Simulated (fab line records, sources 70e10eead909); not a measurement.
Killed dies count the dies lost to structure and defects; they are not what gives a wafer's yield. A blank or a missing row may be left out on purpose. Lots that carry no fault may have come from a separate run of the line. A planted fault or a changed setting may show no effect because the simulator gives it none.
Matching of chambers + flow nand-harc + pecvd-04 running NHARC_P_M2_PRE_CLEAN_32: 3 sister chambers
The step time 12 s. 6 wafers are shown with their chamber, then 10 later ones without.

## WAFERS, EACH WITH ITS CHAMBER
| wafer  | chamber | heater-power-w (W) |
|--------|---------|--------------------|
| L074.6 | 0       | 753                |
| L076.5 | 0       | 732                |
| L086.2 | 2       | 643                |
| L086.5 | 1       | 829                |
| L092.2 | 2       | 581                |
| L092.5 | 1       | 803                |

## WAFERS WHOSE CHAMBER IS MISSING
| wafer  | heater-power-w (W) |
|--------|--------------------|
| L092.6 | 656                |
| L093.1 | 651                |
| L093.2 | 623                |
| L093.4 | 647                |
| L094.2 | 626                |
| L094.4 | 691                |
| L094.5 | 645                |
| L095.2 | 647                |
| L095.3 | 661                |
| L095.6 | 664                |

## WHICH CHAMBER EACH ONE RAN IN
| wafer  | from the rows above     | in truth                   |
|--------|-------------------------|----------------------------|
| L092.6 | can't be placed: 2 or 0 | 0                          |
| L093.1 | can't be placed: 2 or 0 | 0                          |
| L093.2 | 2                       | 2                          |
| L093.4 | 2                       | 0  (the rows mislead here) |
| L094.2 | 2                       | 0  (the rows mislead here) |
| L094.4 | can't be placed: 0 or 2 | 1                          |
| L094.5 | 2                       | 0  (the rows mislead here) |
| L095.2 | 2                       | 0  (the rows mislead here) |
| L095.3 | can't be placed: 2 or 0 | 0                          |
| L095.6 | can't be placed: 2 or 0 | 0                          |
Correctly placed: 1 of 10. Can't be placed from these rows: 5 (the true chamber is among the candidates in 4). Number placed wrongly: 4.
How it was worked out, from the rows above alone: a wafer's distance from a chamber is the root of the sum, over the readings, of the square of ((its reading less the chamber's mean) divided by the reading's scatter). If the next closest chamber is less than 2 further off than the closest, the wafer can't be placed; otherwise it belongs to the closest. The mean given for a chamber averages the wafers shown for that chamber. The scatter: the root of (the sum of the squares of (reading less its chamber's mean) over the shown wafers, divided by (wafers less chambers)).
